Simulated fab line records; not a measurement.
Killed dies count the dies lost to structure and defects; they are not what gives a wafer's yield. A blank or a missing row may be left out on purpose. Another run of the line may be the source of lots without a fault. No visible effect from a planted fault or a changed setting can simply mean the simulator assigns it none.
Lot-split experiment | flow n5 finfet | route with 1938 steps; 7 lots, 21 wafers read

THE SPLIT ITSELF
At N5_BEOL_M8_ETCH_66 (etches SOC in N2/H2, target depth 80 nm, overetch 16 nm, time 120 s), the setting source w was moved away from the recipe's 840 W on 7 of the 21 wafers read, by -14.4% to -5.5%. All remaining wafers had this setting at the recipe value.

The split's own step is where the reading is taken.

THE READING
rf vpp V, in V, at N5_BEOL_M8_ETCH_66 (etches SOC in N2/H2, target depth 80 nm, overetch 16 nm, time 120 s). On this fab line, fault-free wafers typically give 525.0 V with a standard deviation of 2.8 V.

wafer  | tool, chamber at the split | source w as run, W | against the recipe | rf vpp V, V | against lot-mates on the recipe
L074.3 | rie diel-03, 3             | 727                | -13.5%             | 552.1       | +23.8
L074.4 | rie diel-03, 1             | 727                | -13.5%             | 553.8       | +25.5
L074.6 | rie diel-03, 1             | 840                | recipe             | 528.3       | -
L075.2 | rie diel-04, 0             | 840                | recipe             | 521.5       | -
L075.3 | rie diel-04, 3             | 840                | recipe             | 527.4       | -
L075.5 | rie diel-04, 0             | 782.7              | -6.8%              | 535.0       | +10.5
L083.2 | rie diel-01, 0             | 840                | recipe             | 522.9       | -
L083.3 | rie diel-01, 2             | 840                | recipe             | 527.7       | -
L083.4 | rie diel-01, 1             | 769.7              | -8.4%              | 544.6       | +19.3
L088.2 | rie diel-03, 3             | 840                | recipe             | 525.6       | -
L088.3 | rie diel-03, 1             | 840                | recipe             | 526.2       | -
L088.5 | rie diel-03, 3             | 840                | recipe             | 526.5       | -
L091.3 | rie diel-04, 1             | 840                | recipe             | 528.1       | -
L091.4 | rie diel-04, 3             | 840                | recipe             | 526.9       | -
L091.5 | rie diel-04, 2             | 782.6              | -6.8%              | 535.5       | +8.0
L096.1 | rie diel-04, 2             | 840                | recipe             | 523.7       | -
L096.2 | rie diel-04, 3             | 793.5              | -5.5%              | 537.9       | +12.9
L096.3 | rie diel-04, 1             | 840                | recipe             | 526.2       | -
L097.2 | rie diel-04, 2             | 840                | recipe             | 523.5       | -
L097.3 | rie diel-04, 3             | 840                | recipe             | 526.6       | -
L097.4 | rie diel-04, 0             | 719                | -14.4%             | 549.5       | +24.5

FIT RESULTS
A straight line over all 21 wafers: rf vpp V changes by -1.87 V for each +1% of source w; r = -0.97; the points scatter about the line by 2.4 V.
The same after taking each lot's own level away (the mean of its wafers on the recipe; 21 wafers): -1.8 V for each +1%; r = -0.97; scatter 2.2 V.
The reading moves by 26 V for the largest change in source w, on that fit.
Across the lots, their own levels run from 524.45 to 528.30 V, a range of 1.4 times the standard deviation given above.
Hence the lot-to-lot level has little effect on the slope; both slopes agree.
Check: with one of the wafers moved furthest among these (-14.4%) left out of the fit, the line predicts +26.5 V for it against its lot-mates. Against them it came out at +24.5 V.
Tool readings at the split's step, against how far the setting was moved: rf vpp V r = -0.97.

THE OTHER SPLITS THESE WAFERS WENT THROUGH
These wafers also went through other splits before the reading. Each is held against what the fit with the lots' levels taken away leaves over:
other split on the same wafers | wafers away from the commonest value | r with rf vpp V (lot level and that fit taken away)
N5_BEOL_M6_ETCH_66 bias w      | 3                                    | -0.37
N5_BEOL_M7_EXPOSE_25 dose mj   | 10                                   | +0.16
N5_BEOL_M7_DESCUM_33 time s    | 7                                    | +0.02
N5_BEOL_M8_EXPOSE_25 dose mj   | 8                                    | -0.41

FILE'S OWN FIT
rf vpp V changes by -1.79 V for each +1% of source w, r = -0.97.
